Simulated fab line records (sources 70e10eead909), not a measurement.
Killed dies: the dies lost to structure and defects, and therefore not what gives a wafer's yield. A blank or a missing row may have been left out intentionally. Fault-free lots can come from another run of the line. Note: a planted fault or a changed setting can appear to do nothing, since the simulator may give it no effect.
The same fault as seen by 2 desks	flow nand_harc	numbers are kept per desk, each desk with only its own; the story behind them comes last

DESK OF THE TOOL OWNER: litho_track-01
Per lot that ran on this tool, the mean of the sampled wafers carrying a number, from the tool's own readings at NHARC_P_GATE_SOFTBAKE_21 (time 55 s). A lot is out of limits, marked OUT, if its mean lies more than 4 standard deviations from the usual mean; the brackets give that distance.
Columns: A = heater_power_total_W at NHARC_P_GATE_SOFTBAKE_21, usual 188.46 W
lot	first seen here	A
L730	day 5 09:00	188.45
L737	day 8 13:00	188.35
L742	day 10 10:00	213.91 (+99 or more) OUT
L743	day 11 01:00	213.93 (+99 or more) OUT
L749	day 13 16:00	188.52
L751	day 14 02:00	188.45
L752	day 14 17:00	188.53
This desk's finding: out of limits on L742, L743; first on L742, day 10 10:00 (heater_power_total_W at NHARC_P_GATE_SOFTBAKE_21). Within limits: L730, L737, L749, L751, L752.

METROLOGY DESK
Means of the sampled wafers that have a number, per lot and without regard to the tool the lot ran on: this is what the gauges read. A lot is out of limits, marked OUT, if its mean lies more than 4 standard deviations from the usual mean; the brackets give that distance.
Columns: A = cd_nm at NHARC_P_GATE_CD_MEAS_33, usual 120.3 nm
lot	first seen here	A
L729	day 5 06:16	119.6
L730	day 5 10:52	119.4
L733	day 7 01:20	121.2
L734	day 7 03:59	124.7
L737	day 8 14:41	121.2
L742	day 10 11:34	123.4
L743	day 11 02:58	118.4
L748	day 13 06:57	121.1
L750	day 13 17:34	118.5
L749	day 13 18:11	121.0
L751	day 14 04:04	118.4
L752	day 14 18:19	120.5
Result from this desk: across the 12 lots, nothing is out of limits.

TAKEN TOGETHER
The tool owner's desk had the chance to raise an alarm at day 10 10:00 on L742, L743.
The metrology desk saw nothing out of limits.
The metrology desk has L742, L743 on record, within its limits.
Every lot named ran NHARC_P_GATE_SOFTBAKE_21 on litho_track-01.

WHAT THE SIMULATOR HAD PUT IN
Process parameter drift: litho_track-01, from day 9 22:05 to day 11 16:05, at NHARC_P_GATE_SOFTBAKE_21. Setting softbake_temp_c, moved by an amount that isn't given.
Lots struck among those shown: L742, L743.
Hours from the fault's start to each desk's first reading out of limits: the tool owner's desk, 12.
